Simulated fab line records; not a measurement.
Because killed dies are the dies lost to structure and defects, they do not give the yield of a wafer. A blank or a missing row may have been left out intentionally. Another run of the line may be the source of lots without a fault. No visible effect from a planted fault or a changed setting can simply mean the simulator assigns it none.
Comparing a struck lot with a sound one + flow n5Finfet + 20 out of 1938 route steps
Sound: these wafers, L205.2, L205.4, L205.5. The struck wafers were L191.2, L191.3, L191.5. Last of all comes the cause.
Per side, at each step with rows, come the tool, then ch with its chambers, and then its first start. Under that, the readings that differ: sound wafers + struck wafers + difference of the means + sigmas: that difference in standard deviations of wafers without a fault.
alike: readings whose means differ by less than 2 such deviations, and words and numbers that are the same on both sides. not compared: withheld readings, readings that some wafer has no value for, bounds like >300 that may hide the same value, and numbers for which the record gives no deviation and whose values overlap.
Wherever a step has rows on one side only, a row that says differs or no value, or a row with sigmas, the two part there. Non-overlapping numbers with no deviation appear without sigmas and do not part them. A reading missing from all wafers of one side parts the sides only when that side holds two or more wafers.

first, 11 steps without rows for these wafers: N5_BEOL_M8_ETCH_62 (etches SOC in N2/H2, target depth 110 nm, overetch 22 nm, time 165 s); N5_BEOL_M8_STRIP_68 (strips in N2/H2); N5_BEOL_M8_STRIP_67 (strips in CF4); N5_BEOL_M8_HM_OPEN_17 (chemistry Cl2/BCl3, target TiN, target depth 20 nm, overetch 6 nm); N5_BEOL_M8_STRIP_19 (strips in O2); N5_BEOL_M8_COAT_63 (time 60 s, resist thk 60 nm); N5_BEOL_M8_COAT_64 (time 60 s, resist thk 12 nm); N5_BEOL_M8_COAT_71 (time 60 s, resist thk 5 nm); N5_BEOL_M8_COAT_22 (resist thk 30 nm); N5_BEOL_M8_EBR_24; N5_BEOL_M8_SOFTBAKE_23 (time 60 s).
N5_BEOL_M8_EXPOSE_25: exposes mask V7, target cd 40 nm.
  sound on euvScanner-02 ch 0, day 16 18:38; struck on euvScanner-01 ch 0, day 11 09:25
| reading           | sound             | struck            | difference | sigmas |
|-------------------|-------------------|-------------------|------------|--------|
| exposureDoseMJCm2 | 42.45 42.45 42.45 | 43.08 43.13 43.06 | +0.64      | +16    |
  alike: mask, stageMsdNm
then, 2 steps without rows for these wafers: N5_BEOL_M8_PEB_26 (peb time 60 s); N5_BEOL_M8_DEVELOP_27 (develop time 30 s).
N5_BEOL_M8_DESCUM_33: chemistry O2, time 7 s.
  sound on rieDiel-01 ch 0,1, day 16 18:53; struck on rieDiel-01 ch 1,2,3, day 11 09:41
| reading                 | sound      | struck         | difference | sigmas |
|-------------------------|------------|----------------|------------|--------|
| model.BEOL_M8.cdNm (nm) | 39.8 40 40 | 40.4 40.6 40.6 | +0.6       |        |
  alike: drypumpMotorCurrentA, oesProductAu, rfVppV, showerheadPlenumPTorr, throttleValvePct
  not compared: rfHoursCounterH
then, 2 steps without rows for these wafers: N5_BEOL_M8_ETCH_72 (etches underlayer in N2/H2, target depth 6.5 nm, time 5.2 s); N5_BEOL_M8_ETCH_65 (etches SiARC in CF4, target depth 15.6 nm, time 26 s).
N5_BEOL_M8_ETCH_66: etches SOC in N2/H2, target depth 80 nm, overetch 16 nm, time 120 s.
  sound on rieDiel-01 ch 0,1, day 16 18:58; struck on rieDiel-01 ch 1,2,3, day 11 09:46
| reading                 | sound        | struck         | difference | sigmas |
|-------------------------|--------------|----------------|------------|--------|
| model.BEOL_M8.cdNm (nm) | 40 39.8 39.8 | 40.2 40.2 40.4 | +0.4       |        |
  alike: drypumpMotorCurrentA, oesProductAu, rfVppV, showerheadPlenumPTorr, throttleValvePct
  not compared: rfHoursCounterH
then, 1 step without rows for these wafers: N5_BEOL_M8_STRIP_69 (strips in N2/H2).
-- here the record skips 3 days between the struck wafers' starts before and after, leaving off in module BEOL_M8 and picking up in module PASSIVATION (first step shown: number 1936 of the route) --
N5_PASSIVATION_PROBE_49:
  struck on prober-01, day 14 07:04; sound on prober-02, day 20 05:51
  alike: defectLimitedYield, killed_at_M0_to_M3, killed_at_M4_up, killedAtContacts, killedAtFrontEnd, killedAtOther, killedDies, killedOnRim, killedOpen, killedShort, sort_bin_4_leakage, sort_bin_5_function, sort_bin_6_memory, sortNPass, sortYieldPct

WHERE THEY PART
Within this record, at N5_BEOL_M8_EXPOSE_25 only. Later steps at which nothing parts them and some readings are alike: N5_BEOL_M8_DESCUM_33, N5_BEOL_M8_ETCH_66, N5_PASSIVATION_PROBE_49.

WHY: what had been put in by the simulator
Process parameter drift: euvScanner-01, from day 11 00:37 on, at N5_BEOL_M8_EXPOSE_25. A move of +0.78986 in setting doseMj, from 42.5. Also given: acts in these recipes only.
